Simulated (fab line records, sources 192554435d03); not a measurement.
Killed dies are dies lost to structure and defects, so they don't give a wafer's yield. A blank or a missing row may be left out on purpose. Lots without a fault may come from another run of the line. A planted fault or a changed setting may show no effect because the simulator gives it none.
fab line records | flow n5_finfet
record lots=7 wafers=21
route steps=1938 shown BEOL_M4@1047 BEOL_M7@1299 BEOL_M8@1368 BEOL_M9@1401 BEOL_M10@1488 BEOL_M11@1536
start_h: hours from the record's first day to the start of the lot's first wafer shown | wait_h: hours since the lot's step before | " the same as in the row above | L1.1+2: a row that stands for several wafers | - no value, or no start given | * or withheld: withheld | < > ~ a bound
route shown NAME@n: a module of which the file shows steps, and the number in the route of the first | usual: mean/standard deviation of fault-free wafers | same: alike in all rows | chamber/n: place in a boat | sites: the reading at each site | _std_site: their standard deviation | _edge_site: outer sites' mean less inner sites' | radius_mm: how far each site lies from the wafer's centre | mask NAME#n: copy n | behind: the tool/chamber that last shaped the wafer | hold: why the lot was held/for how many hours/how that ended | device: the transistor (n, p or np) that didn't switch | end of line: the same wafers' tests at the end of the route | a step without rows: its recipe alone | killed: dies lost to structure and defects at the first sort, not the wafer's yield | map: a wafer's dies, x killed, . not, _ none there
set.NAME: the setting as run; set.NAME@STEP: as run at that earlier step | model.NAME: the simulator's own value behind a step, which no gauge read
lots whose settings were changed on purpose; a table a step, a row a wafer
## steps
# step N5_BEOL_M4_COAT_67
# recipe resist=SOC temp_c=250 time_s=60 spin_rpm=1500 resist_thk_nm=60
# columns lot.wafer tool chamber start_h wait_h set.spin_rpm model.SOC_of_BEOL_M4_COAT_67.thk_nm
L075.3 litho_track-04 0 167.57 0.0 1567 58.6
L075.5 " 0 " " 1500 60.2
L075.6 " 0 " " 1500 60.4
L077.1 litho_track-05 0 211.43 0.0 1500 60.2
L077.2 " 0 " " 1500 60
L077.6 " 0 " " 1570 58.8
L083.1 litho_track-05 0 233.36 0.0 1500 60.2
L083.3+6 " 0 " " 1500 60
L080.1+3 litho_track-04 0 237.21 0.0 1500 59.6
L080.6 " 0 " " 1580 58.4
L091.2 litho_track-01 0 282.11 0.0 1500 60.2
L091.5 " 0 " " 1575 58.6
L091.6 " 0 " " 1575 58.4
L090.3 litho_track-04 0 304.55 0.0 1500 60.2
L090.5+6 " 0 " " 1557 59
L095.2+3 litho_track-05 0 309.67 0.0 1366 63
L095.6 " 0 " " 1500 59.8
# step N5_BEOL_M4_COAT_68
# recipe resist=SiARC temp_c=220 time_s=60 spin_rpm=1500 resist_thk_nm=12
# step N5_BEOL_M4_COAT_76
# recipe resist=underlayer temp_c=205 time_s=60 spin_rpm=1500 resist_thk_nm=5
# step N5_BEOL_M4_ALD_98
# recipe material=SiO2 target_thk_a=25 temp_c=100 ald_precursor_family=BDEAS ald_co_reactant=O2-plasma pulse_time_s=1 co_reactant_pulse_time_s=1 purge_time_s=2 co_reactant_purge_time_s=2 ald_cycles=17 pressure_torr=2
# step N5_BEOL_M4_ETCHBACK_99
# recipe chemistry=CHF3 target=SiO2 target_depth_a=50 time_s=10.4 source_w=215 bias_w=47 Ar_flow_sccm=200 CHF3_flow_sccm=12 ion_energy_ev=100 pressure_mtorr=30
# step N5_BEOL_M4_ETCH_70
# recipe chemistry=N2/H2 target=SOC target_depth_a=800 overetch_a=240 mask_material=SiARC temp_c=40 time_s=130 ion_energy_ev=200 pressure_mtorr=30 source_w=840 bias_w=150 n2_flow_sccm=200 h2_flow_sccm=200
# columns lot.wafer tool chamber start_h wait_h set.spin_rpm@BEOL_M4_COAT_67 model.etch.depth_nm
L075.3 rie_diel-03 3 181.69 0.0 1567 58.64
L075.5 " 2 " " 1500 60.17
L075.6 " 1 " " 1500 60.42
L077.1 rie_diel-03 0 223.39 0.0 1500 60.14
L077.2 " 2 " " 1500 60.05
L077.6 " 0 " " 1570 58.87
L083.1 rie_diel-02 0 237.74 0.0 1500 60.21
L083.3 " 2 " " 1500 60.1
L083.6 " 3 " " 1500 59.95
L080.1 rie_diel-02 3 244.48 0.0 1500 59.54
L080.3 " 1 " " 1500 59.58
L080.6 " 1 " " 1580 58.34
L091.2 rie_diel-02 2 294.19 0.0 1500 60.13
L091.5 " 2 " " 1575 58.65
L091.6 " 0 " " 1575 58.45
L090.3 rie_diel-03 1 317.42 0.0 1500 60.12
L090.5 " 1 " " 1557 58.97
L090.6 " 0 " " 1557 59.06
L095.2 rie_diel-04 2 326.02 0.0 1366 62.92
L095.3 " 0 " " 1366 62.94
L095.6 " 0 " " 1500 59.87
# step N5_BEOL_M7_DESCUM_33
# recipe chemistry=O2 time_s=7 source_power_w=50 bias_power_w=20 pressure_mtorr=20 rf_frequency_hz=2.712e+07 temp_c=40 resist=CAR-EUV o2_flow_sccm=225
# columns lot.wafer tool chamber start_h wait_h set.time_s model.CAR-EUV_of_BEOL_M7_COAT_22.thk_nm
L075.3 rie_diel-06 2 209.83 0.0 7 26
L075.5 " 3 " " 6.254 26.4
L075.6 " 2 " " 6.254 26.6
L077.1+2+6 rie_diel-06 1,2,1 255.08 0.2 7 26
L083.1+3+6 rie_diel-06 0,2,0 267.82 0.2 7 26
L080.1+3 rie_diel-01 0,2 278.44 0.0 7 26
L080.6 " 3 " " 5.474 26.6
L091.2 rie_diel-05 3 325.27 0.4 7 25.8
L091.5 " 1 " " 5.555 26.6
L091.6 " 2 " " 7 26
L090.3+5 rie_diel-05 0 345.00 0.0 7.424 26
L090.6 " 1 " " 7 26.2
L095.2 rie_diel-05 2 360.39 0.0 7 26.2
L095.3+6 " 1,2 " " 6.559 26.4
# step N5_BEOL_M7_TRENCH_ETCH_37
# recipe chemistry=C4F6/O2 target_depth_a=934.78 target=SiCOH_lowk time_s=31.2 ion_energy_ev=250 pressure_mtorr=30 source_w=345 bias_w=185 Ar_flow_sccm=300 C4F6_flow_sccm=10 O2_flow_sccm=10
# usual rf_vpp_V=658/14
# columns lot.wafer tool chamber start_h wait_h set.source_w rf_vpp_V model.etch.depth_nm model.BEOL_M7.feature_depth_nm
L075.3 rie_diel-06 2 - - 304.8 686 87.63 87.6
L075.5 " 3 " " 304.8 716 87.5 87.4
L075.6 " 2 " " 345 641 91.07 91
L077.1 rie_diel-06 1 - - 345 638 95.22 95.2
L077.2 " 2 " " 345 641 93.07 93
L077.6 " 1 " " 345 638 94.16 94.2
L083.1 rie_diel-06 0 - - 345 677 92.19 92.2
L083.3 " 2 " " 345 641 92.79 92.8
L083.6 " 0 " " 345 677 92.39 92.4
L080.1 rie_diel-01 0 - - 383.7 625 96.37 96.4
L080.3 " 2 " " 345 655 92.72 92.8
L080.6 " 3 " " 383.7 607 98.78 98.8
L091.2 rie_diel-05 3 - - 345 666 95.11 95.2
L091.5 " 1 " " 345 669 90.49 90.4
L091.6 " 2 " " 345 647 92.09 92
L090.3 rie_diel-05 0 - - 345 652 90.79 90.8
L090.5 " 0 " " 377.5 622 94.02 94
L090.6 " 1 " " 345 668 90.15 90.2
L095.2 rie_diel-05 2 - - 345 649 92.56 92.6
L095.3 " 1 " " 286.1 736 84.13 84.2
L095.6 " 2 " " 345 648 92.08 92
# step N5_BEOL_M7_ETCH_41
# recipe chemistry=CH3F/O2 target=SiCN target_depth_a=319 taper_deg=2 time_s=57.8 ion_energy_ev=120 mask_material=TiN pressure_mtorr=30 source_w=395 bias_w=75 Ar_flow_sccm=150 CH3F_flow_sccm=30 O2_flow_sccm=20
# step N5_BEOL_M7_STRIP_80
# recipe chemistry=N2/H2 time_s=10 power_w=450 temp_c=40 pressure_mtorr=20 rf_frequency_hz=6e+07 bias_power_w=7 n2_flow_sccm=200 h2_flow_sccm=200
# step N5_BEOL_M7_OCD_MEAS_38
# usual trench_depth_nm=93.0/1.8
# columns lot.wafer tool chamber start_h wait_h set.source_w@BEOL_M7_TRENCH_ETCH_37 trench_depth_nm
L075.3 ocd-01 - 210.27 - 304.8 86.9
L075.5 " - " " 304.8 88.0
L075.6 " - " " 345 90.9
L077.1 ocd-01 - 255.51 - 345 95.4
L077.2 " - " " 345 92.6
L077.6 " - " " 345 94.1
L083.1 ocd-01 - 268.24 - 345 92.2
L083.3 " - " " 345 93.0
L083.6 " - " " 345 92.4
L080.1 ocd-02 - 278.87 - 383.7 96.3
L080.3 " - " " 345 93.1
L080.6 " - " " 383.7 99.2
L091.2 ocd-01 - 325.70 - 345 94.8
L091.5 " - " " 345 90.1
L091.6 " - " " 345 92.5
L090.3 ocd-02 - 345.44 - 345 90.6
L090.5 " - " " 377.5 93.6
L090.6 " - " " 345 90.2
L095.2 ocd-02 - 360.82 - 345 92.8
L095.3 " - " " 286.1 83.9
L095.6 " - " " 345 92.2
# step N5_BEOL_M8_DESCUM_33
# recipe chemistry=O2 time_s=7 source_power_w=50 bias_power_w=20 pressure_mtorr=20 rf_frequency_hz=2.712e+07 temp_c=40 resist=CAR-EUV o2_flow_sccm=225
# columns lot.wafer tool chamber start_h wait_h set.time_s model.CAR-EUV_of_BEOL_M8_COAT_22.thk_nm
L075.3+6 rie_diel-02 1,2 215.79 0.0 7 26
L075.5 " 1 " " 7.75 25.8
L077.1 rie_diel-03 3 266.50 0.1 7 26.2
L077.2 " 0 " " 7 26
L077.6 " 3 " " 5.919 26.6
L083.1+3+6 rie_diel-04 1,2,1 278.55 0.0 7 26
L080.1+3 rie_diel-03 2,1 287.88 0.0 7 26.2
L080.6 " 0 " " 7 26
L091.2 rie_diel-04 3 335.55 0.2 7 26
L091.5+6 " 0,3 " " 7 25.8
L090.3+6 rie_diel-03 3,2 355.80 0.0 6.264 26.4
L090.5 " 3 " " 7 26
L095.2 rie_diel-02 0 369.50 0.5 7 25.8
L095.3 " 3 " " 5.648 26.8
L095.6 " 3 " " 7 26
# step N5_BEOL_M8_ETCH_72
# recipe chemistry=N2/H2 target=underlayer target_depth_a=65 mask_material=CAR-EUV time_s=5.2 ion_energy_ev=200 pressure_mtorr=30 source_w=840 bias_w=150 n2_flow_sccm=200 h2_flow_sccm=200 ends=cleared
# columns lot.wafer tool chamber start_h wait_h set.h2_flow_sccm set.time_s@BEOL_M8_DESCUM_33 model.CAR-EUV_of_BEOL_M8_COAT_22.thk_nm
L075.3 rie_diel-02 1 215.83 0.0 200 7 20.4
L075.5 " 1 " " 200 7.75 20
L075.6 " 2 " " 200 7 20.2
L077.1+2 rie_diel-03 3,0 266.54 0.0 200 7 20.4
L077.6 " 3 " " 200 5.919 21
L083.1+3+6 rie_diel-04 1,2,1 278.59 0.0 200 7 20.2
L080.1+3+6 rie_diel-03 2,1,0 287.92 0.0 200 7 20.4
L091.2+5+6 rie_diel-04 3,0,3 335.58 0.0 200 7 20.2
L090.3+6 rie_diel-03 3,2 355.83 0.0 189.4 6.264 20.6
L090.5 " 3 " " 200 7 20.4
L095.2 rie_diel-02 0 369.53 0.0 200 7 20.2
L095.3 " 3 " " 200 5.648 21
L095.6 " 3 " " 200 7 20.4
# step N5_BEOL_M9_ILD_DEP_00
# recipe material=SiCOH_lowk target_thk_a=3085.1 temp_c=300 precursor=DEMS/porogen pressure_torr=5 rf_w=500 time_s=58
# columns lot.wafer tool chamber start_h wait_h set.time_s model.SiCOH_lowk_of_BEOL_M9_ILD_DEP_00.thk_nm
L075.3 pecvd-03 1 218.77 0.0 58 305.4
L075.5 " 0 " " 58 313.2
L075.6 " 2 " " 50.41 277.4
L077.1 pecvd-02 2 269.77 0.0 58 296.6
L077.2 " 1 " " 54.85 284
L077.6 " 1 " " 54.85 287.8
L083.1+3 pecvd-03 2,0 281.94 0.0 58 310.4
L083.6 " 1 " " 58 314
L080.1 pecvd-04 2 290.99 0.0 58 311.8
L080.3 " 1 " " 65.03 344.8
L080.6 " 1 " " 65.03 353.6
L091.2 pecvd-03 1 339.01 0.0 64 335.8
L091.5 " 1 " " 58 307.2
L091.6 " 2 " " 58 314.6
L090.3 pecvd-04 0 358.96 0.0 58 305.2
L090.5 " 1 " " 58 317.8
L090.6 " 0 " " 58 308.2
L095.2 pecvd-02 2 373.45 0.0 62 325.8
L095.3 " 0 " " 58 306.8
L095.6 " 1 " " 62 329.8
# step N5_BEOL_M9_CURE_71
# recipe temp_c=385 time_s=240 ambient=He/Ar material=SiCOH_lowk
# columns lot.wafer tool chamber start_h wait_h set.time_s@BEOL_M9_ILD_DEP_00 model.SiCOH_lowk_of_BEOL_M9_ILD_DEP_00.thk_nm
L075.3 uv_cure-02 1 219.00 0.2 58 265.2
L075.5 " 1 " " 58 272.2
L075.6 " 1 " " 50.41 240.6
L077.1 uv_cure-02 2 269.89 0.1 58 257.4
L077.2 " 2 " " 54.85 246.4
L077.6 " 2 " " 54.85 249.6
L083.1 uv_cure-03 0 282.02 0.0 58 269.8
L083.3 " 0 " " 58 269.6
L083.6 " 0 " " 58 272.8
L080.1 uv_cure-01 2 291.07 0.0 58 270.8
L080.3 " 2 " " 65.03 300.2
L080.6 " 2 " " 65.03 308
L091.2 uv_cure-03 2 339.17 0.1 64 292.2
L091.5 " 2 " " 58 266.8
L091.6 " 2 " " 58 273.4
L090.3 uv_cure-01 2 359.36 0.4 58 265
L090.5 " 2 " " 58 276.2
L090.6 " 2 " " 58 267.6
L095.2 uv_cure-02 1 373.61 0.1 62 283.2
L095.3 " 1 " " 58 266.6
L095.6 " 1 " " 62 286.8
# step N5_BEOL_M9_THK_MEAS_01
# recipe reads=SiCOH_lowk_of_BEOL_M9_ILD_DEP_00
# usual M9_ILD_THK=269/4.6
# columns lot.wafer tool chamber start_h wait_h set.time_s@BEOL_M9_ILD_DEP_00 M9_ILD_THK[nm]
L075.3 film_metro-01 - 219.36 0.3 58 265
L075.5 " - " " 58 272
L075.6 " - " " 50.41 241
L077.1 film_metro-01 - 270.40 0.4 58 258
L077.2 " - " " 54.85 246
L077.6 " - " " 54.85 250
L083.1 film_metro-01 - 282.53 0.4 58 270
L083.3 " - " " 58 269
L083.6 " - " " 58 273
L080.1 film_metro-02 - 291.58 0.4 58 271
L080.3 " - " " 65.03 300
L080.6 " - " " 65.03 308
L091.2 film_metro-01 - 339.60 0.4 64 292
L091.5 " - " " 58 267
L091.6 " - " " 58 273
L090.3 film_metro-01 - 360.03 0.5 58 265
L090.5 " - " " 58 276
L090.6 " - " " 58 268
L095.2 film_metro-02 - 374.04 0.4 62 283
L095.3 " - " " 58 267
L095.6 " - " " 62 287
# step N5_BEOL_M10_ETCH_62
# recipe chemistry=N2/H2 target=SOC target_depth_a=1100 overetch_a=220 mask_material=SiARC temp_c=40 time_s=165 ion_energy_ev=200 pressure_mtorr=30 source_w=840 bias_w=150 n2_flow_sccm=200 h2_flow_sccm=200
# columns lot.wafer tool chamber start_h wait_h set.time_s model.SiARC_of_BEOL_M10_COAT_60.thk_nm
L075.3 rie_diel-02 3 231.99 0.0 165 23.4
L075.5 " 1 " " 189 22.4
L075.6 " 0 " " 165 23.6
L077.1 rie_diel-04 0 280.92 0.0 190.4 22.6
L077.2 " 3 " " 165 23.2
L077.6 " 3 " " 165 23.4
L083.1 rie_diel-04 1 294.98 0.0 165 23.4
L083.3 " 0 " " 165 23.8
L083.6 " 2 " " 165 23.6
L080.1 rie_diel-02 2 301.35 0.0 165 23.6
L080.3 " 1 " " 128 24.8
L080.6 " 0 " " 165 23.4
L091.2 rie_diel-03 0 348.67 0.0 165 23.2
L091.5 " 3 " " 134.4 24.4
L091.6 " 2 " " 134.4 24.6
L090.3 rie_diel-04 3 370.39 0.0 165 23.4
L090.5 " 2 " " 165 23.6
L090.6 " 1 " " 165 23.2
L095.2 rie_diel-03 3 382.20 0.0 165 23.2
L095.3+6 " 1 " " 165 23.8
# step N5_BEOL_M10_COAT_63
# recipe resist=SOC temp_c=250 time_s=60 spin_rpm=1500 resist_thk_nm=100
# columns lot.wafer tool chamber start_h wait_h set.spin_rpm model.SOC_of_BEOL_M10_COAT_63.thk_nm
L075.3 litho_track-03 0 233.96 1.5 1500 100.2
L075.5 " 0 " " 1500 100
L075.6 " 0 " " 1500 100.4
L077.1+6 litho_track-02 0 286.51 5.2 1416 103.4
L077.2 " 0 " " 1500 100.6
L083.1+6 litho_track-05 0 297.04 1.6 1500 100.6
L083.3 " 0 " " 1500 100.4
L080.1 litho_track-03 0 302.35 0.6 1448 101.6
L080.3 " 0 " " 1448 101.8
L080.6 " 0 " " 1500 100
L091.2+6 litho_track-02 0 350.46 1.4 1500 100.8
L091.5 " 0 " " 1457 102.2
L090.3+5 litho_track-05 0 373.15 2.4 1500 100.2
L090.6 " 0 " " 1388 104.4
L095.2+3 litho_track-03 0 384.54 1.9 1447 101.6
L095.6 " 0 " " 1500 99.8
# step N5_BEOL_M10_COAT_64
# recipe resist=SiARC temp_c=220 time_s=60 spin_rpm=1500 resist_thk_nm=30
# step N5_BEOL_M10_COAT_22
# recipe resist=CAR-ArF spin_rpm=1500 resist_thk_nm=90
# step N5_BEOL_M10_DESCUM_33
# recipe chemistry=O2 time_s=7.9 source_power_w=50 bias_power_w=20 pressure_mtorr=20 rf_frequency_hz=2.712e+07 temp_c=40 resist=CAR-ArF o2_flow_sccm=225
# step N5_BEOL_M10_ETCH_65
# recipe chemistry=CF4 target=SiARC target_depth_a=390 mask_material=CAR-ArF time_s=65 ion_energy_ev=80 pressure_mtorr=40 source_w=545 bias_w=36 Ar_flow_sccm=100 cf4_flow_sccm=100 ends=cleared
# step N5_BEOL_M10_ETCH_66
# recipe chemistry=N2/H2 target=SOC target_depth_a=1200 overetch_a=240 mask_material=SiARC temp_c=40 time_s=180 ion_energy_ev=200 pressure_mtorr=30 source_w=840 bias_w=150 n2_flow_sccm=200 h2_flow_sccm=200
# columns lot.wafer tool chamber start_h wait_h set.spin_rpm@BEOL_M10_COAT_63 model.etch.depth_nm
L075.3 rie_diel-04 0 234.51 0.0 1500 100.2
L075.5 " 0 " " 1500 99.93
L075.6 " 1 " " 1500 100.4
L077.1+6 rie_diel-02 0,2 287.06 0.0 1416 103.4
L077.2 " 3 " " 1500 100.6
L083.1+6 rie_diel-02 3 297.71 0.0 1500 100.5
L083.3 " 0 " " 1500 100.4
L080.1 rie_diel-04 1 303.00 0.0 1448 101.7
L080.3 " 3 " " 1448 101.8
L080.6 " 2 " " 1500 99.92
L091.2 rie_diel-03 0 350.95 0.0 1500 100.9
L091.5 " 3 " " 1457 102.1
L091.6 " 2 " " 1500 100.8
L090.3 rie_diel-04 2 373.73 0.0 1500 100.1
L090.5 " 2 " " 1500 100.2
L090.6 " 3 " " 1388 104.4
L095.2 rie_diel-02 1 385.09 0.0 1447 101.6
L095.3 " 0 " " 1447 101.7
L095.6 " 2 " " 1500 99.74
# step N5_BEOL_M11_ILD_DEP_00
# recipe material=SiCOH_lowk target_thk_a=3085.1 temp_c=300 precursor=DEMS/porogen pressure_torr=5 rf_w=500 time_s=58
# columns lot.wafer tool chamber start_h wait_h set.time_s model.SiCOH_lowk_of_BEOL_M11_ILD_DEP_00.thk_nm
L075.3 pecvd-02 0 239.26 0.0 51.11 268
L075.5 " 2 " " 58 306.2
L075.6 " 0 " " 51.11 276.2
L077.1 pecvd-01 0 290.49 0.0 60.72 317.6
L077.2 " 1 " " 60.72 323.6
L077.6 " 0 " " 58 309
L083.1 pecvd-02 2 301.08 0.0 58 304.6
L083.3 " 1 " " 58 310.8
L083.6 " 0 " " 58 309
L080.1 pecvd-03 1 306.51 0.0 58 299.8
L080.3 " 2 " " 58 302.8
L080.6 " 1 " " 58 307
L091.2 pecvd-01 0 355.86 0.0 58 301.8
L091.5 " 2 " " 58 307.6
L091.6 " 0 " " 58 306
L090.3 pecvd-03 2 377.18 0.1 58 311
L090.5 " 1 " " 52.73 285.4
L090.6 " 0 " " 52.73 277.6
L095.2 pecvd-01 1 388.79 0.0 58 315.2
L095.3 " 2 " " 58 311.4
L095.6 " 0 " " 58 314.4
# step N5_BEOL_M11_CURE_71
# recipe temp_c=385 time_s=240 ambient=He/Ar material=SiCOH_lowk
# columns lot.wafer tool chamber start_h wait_h set.time_s@BEOL_M11_ILD_DEP_00 model.SiCOH_lowk_of_BEOL_M11_ILD_DEP_00.thk_nm
L075.3 uv_cure-02 1 239.50 0.2 51.11 232.2
L075.5 " 1 " " 58 266
L075.6 " 1 " " 51.11 239.6
L077.1 uv_cure-02 0 290.57 0.0 60.72 276
L077.2 " 0 " " 60.72 281.4
L077.6 " 0 " " 58 268.4
L083.1 uv_cure-01 1 301.15 0.0 58 264.6
L083.3 " 1 " " 58 270
L083.6 " 1 " " 58 268.4
L080.1 uv_cure-01 1 306.59 0.0 58 260.4
L080.3 " 1 " " 58 263
L080.6 " 1 " " 58 266.6
L091.2 uv_cure-03 2 356.05 0.2 58 262.2
L091.5 " 2 " " 58 267.2
L091.6 " 2 " " 58 265.8
L090.3 uv_cure-02 0 377.42 0.2 58 270.2
L090.5 " 0 " " 52.73 247.6
L090.6 " 0 " " 52.73 240.6
L095.2 uv_cure-01 1 389.03 0.2 58 273.8
L095.3 " 1 " " 58 270.6
L095.6 " 1 " " 58 273.2
# step N5_BEOL_M11_THK_MEAS_01
# recipe reads=SiCOH_lowk_of_BEOL_M11_ILD_DEP_00
# usual M11_ILD_THK=268/4.1
# columns lot.wafer tool chamber start_h wait_h set.time_s@BEOL_M11_ILD_DEP_00 M11_ILD_THK[nm]
L075.3 film_metro-02 - 239.85 0.3 51.11 232
L075.5 " - " " 58 266
L075.6 " - " " 51.11 240
L077.1 film_metro-02 - 291.08 0.4 60.72 276
L077.2 " - " " 60.72 281
L077.6 " - " " 58 268
L083.1 film_metro-02 - 301.67 0.4 58 265
L083.3 " - " " 58 270
L083.6 " - " " 58 269
L080.1 film_metro-01 - 307.10 0.4 58 260
L080.3 " - " " 58 263
L080.6 " - " " 58 267
L091.2 film_metro-01 - 356.48 0.4 58 262
L091.5 " - " " 58 267
L091.6 " - " " 58 266
L090.3 film_metro-01 - 377.77 0.3 58 270
L090.5 " - " " 52.73 248
L090.6 " - " " 52.73 241
L095.2 film_metro-01 - 389.86 0.7 58 274
L095.3 " - " " 58 270
L095.6 " - " " 58 273
## key
split step=N5_BEOL_M4_COAT_67 setting=spin_rpm stated=1500 by=wafer
response step=N5_BEOL_M4_COAT_67 reading=model.SOC_of_BEOL_M4_COAT_67.thk_nm change=-0.326 per=1% r=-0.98
response step=N5_BEOL_M4_ETCH_70 reading=model.etch.depth_nm change=-0.312 per=1% r=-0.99
split step=N5_BEOL_M7_DESCUM_33 setting=time_s stated=7 by=wafer
response step=N5_BEOL_M7_DESCUM_33 reading=model.CAR-EUV_of_BEOL_M7_COAT_22.thk_nm change=-0.0324 per=1% r=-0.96
split step=N5_BEOL_M7_TRENCH_ETCH_37 setting=source_w stated=345 by=wafer
response step=N5_BEOL_M7_TRENCH_ETCH_37 reading=rf_vpp_V change=-4.63 per=1% r=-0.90
response step=N5_BEOL_M7_TRENCH_ETCH_37 reading=model.etch.depth_nm change=+0.418 per=1% r=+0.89
response step=N5_BEOL_M7_TRENCH_ETCH_37 reading=model.BEOL_M7.feature_depth_nm change=+0.414 per=1% r=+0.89
response step=N5_BEOL_M7_OCD_MEAS_38 reading=trench_depth_nm change=+0.418 per=1% r=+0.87
split step=N5_BEOL_M8_DESCUM_33 setting=time_s stated=7 by=wafer
response step=N5_BEOL_M8_DESCUM_33 reading=model.CAR-EUV_of_BEOL_M8_COAT_22.thk_nm change=-0.0376 per=1% r=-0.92
response step=N5_BEOL_M8_ETCH_72 reading=model.CAR-EUV_of_BEOL_M8_COAT_22.thk_nm change=-0.0336 per=1% r=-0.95
split step=N5_BEOL_M8_ETCH_72 setting=h2_flow_sccm stated=200 by=wafer
response none clear
split step=N5_BEOL_M9_ILD_DEP_00 setting=time_s stated=58 by=wafer
response step=N5_BEOL_M9_ILD_DEP_00 reading=model.SiCOH_lowk_of_BEOL_M9_ILD_DEP_00.thk_nm change=+2.65 per=1% r=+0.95
response step=N5_BEOL_M9_CURE_71 reading=model.SiCOH_lowk_of_BEOL_M9_ILD_DEP_00.thk_nm change=+2.35 per=1% r=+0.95
response step=N5_BEOL_M9_THK_MEAS_01 reading=M9_ILD_THK change=+2.33 per=1% r=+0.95
split step=N5_BEOL_M10_ETCH_62 setting=time_s stated=165 by=wafer
response step=N5_BEOL_M10_ETCH_62 reading=model.SiARC_of_BEOL_M10_COAT_60.thk_nm change=-0.0618 per=1% r=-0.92
split step=N5_BEOL_M10_COAT_63 setting=spin_rpm stated=1500 by=wafer
response step=N5_BEOL_M10_COAT_63 reading=model.SOC_of_BEOL_M10_COAT_63.thk_nm change=-0.528 per=1% r=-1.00
response step=N5_BEOL_M10_ETCH_66 reading=model.etch.depth_nm change=-0.54 per=1% r=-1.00
split step=N5_BEOL_M11_ILD_DEP_00 setting=time_s stated=58 by=wafer
response step=N5_BEOL_M11_ILD_DEP_00 reading=model.SiCOH_lowk_of_BEOL_M11_ILD_DEP_00.thk_nm change=+2.96 per=1% r=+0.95
response step=N5_BEOL_M11_CURE_71 reading=model.SiCOH_lowk_of_BEOL_M11_ILD_DEP_00.thk_nm change=+2.62 per=1% r=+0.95
response step=N5_BEOL_M11_THK_MEAS_01 reading=M11_ILD_THK change=+2.62 per=1% r=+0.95
